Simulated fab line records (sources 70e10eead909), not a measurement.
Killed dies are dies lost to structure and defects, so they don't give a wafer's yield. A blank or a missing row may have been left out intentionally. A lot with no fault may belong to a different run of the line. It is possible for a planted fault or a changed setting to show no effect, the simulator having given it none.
8D (eight disciplines) problem report, filled in by code | flow nandHarc | the parts of the form that need people (team, actions taken, sign-off) are left out

## 1. WHAT IS WRONG
Mean of killedAtArray at NHARC_END_SORT_01: 673 across 6 wafers in 2 lots; on wafers with no fault it is 57 (standard deviation 19). That puts it +32 standard deviations away from the usual mean.
Seen first at day 27 12:02 on prober-02, wafer L541.2. At this step, 6 wafers from 2 lots have a number in the record. Rule for "out" (also "out of limits"): further than 4 standard deviations from the usual mean. Any other wafer with a number is counted as sound.

## 2. WHAT IT IS, AND WHAT IT ISN'T
question                    | is                        | is not
which readings at this step | killedAtArray, killedDies | killedAtOther, killedAtPeriphery, killedOpen
which lots                  | L541, L542                | -
which wafers of those lots  | all that have a number    | -
read on which gauges        | prober-02                 | -
when                        | from day 27 12:02         | up to then (0 sound wafers)

## 3. WHAT RULES OUT EACH SUSPECT
Counting: a tool at any process step up to the reading remains a suspect when it ran all the lots that are out and ran no sound lot after the first of those.
- the gauge at NHARC_END_SORT_01: ruled out. All the wafers that are out were read on prober-02, but those of them that NHARC_A_STAIRCASE_ETCH_188 has rows for are out there too, on other tools.
- rieDiel-07 at NHARC_A_STAIRCASE_ETCH_188 (etches the open film in C4F8/O2, target depth 100 nm, time 40.5 s): kept. It ran every lot that is out, first L541 (day 19 00:28), and no sound lot after that. Its own readings are out on those wafers: oesProductAu, rfFwdPowerW.
- rieDiel-07 at NHARC_A_STAIRCASE_ETCH_194 (etches the open film in C4F8/O2, target depth 100 nm, time 40.5 s): kept. It ran every lot that is out, first L541 (day 27 12:02), and no sound lot after that. Because NHARC_A_STAIRCASE_ETCH_194 lacks a start for some lots, the hours and order of its lots are taken from NHARC_END_SORT_01.
The count leaves rieDiel-07 at NHARC_A_STAIRCASE_ETCH_194 and rieDiel-07 at NHARC_A_STAIRCASE_ETCH_188.

## 4. THE CAUSE (what the simulator had put in)
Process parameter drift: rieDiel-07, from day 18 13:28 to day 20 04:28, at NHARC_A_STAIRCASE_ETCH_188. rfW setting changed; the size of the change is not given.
2 suspects survive the count, and this tool is in that group.

## 5. THE CHAIN OF EFFECTS, in route order
Rows list readings where the struck wafers' mean (over those with a number) sits beyond 3 standard deviations from the usual. Readings are gone through only where the record gives a usual standard deviation; hours: the median, over the lots, of the time from a lot's start at the first step in this table giving one to that lot's start at this step; sigmas: the change measured in usual standard deviations.
hours | step                       | reading       | usual      | on struck wafers | change | sigmas
0     | NHARC_A_STAIRCASE_ETCH_188 | oesProductAu  | 0.938 a.u. | 1.156            | +0.218 | +17
0     | NHARC_A_STAIRCASE_ETCH_188 | rfFwdPowerW   | 591.8 W    | 830.0            | +238.2 | +95
202   | NHARC_END_SORT_01          | killedAtArray | 57         | 673              | +616   | +32
202   | NHARC_END_SORT_01          | killedDies    | 62         | 677              | +615   | +32
Process steps it contains:
- NHARC_A_STAIRCASE_ETCH_188: etches the open film in C4F8/O2, target depth 100 nm, time 40.5 s.

## 6. HOW IT WOULD HAVE BEEN CAUGHT EARLIER
In this record the first reading out of limits at a measuring or inspecting step was taken at day 27 12:02, 215 hours after the fault began at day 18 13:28.
Tool's own readings at NHARC_A_STAIRCASE_ETCH_188, oesProductAu, rfFwdPowerW: out on all struck wafers the step has rows for; an alarm limit on them would have tripped on the first.
All the lots that are out (2) had begun NHARC_A_STAIRCASE_ETCH_188 on rieDiel-07 by day 27 12:02. None of them would have been spared by holding the tool at that moment.
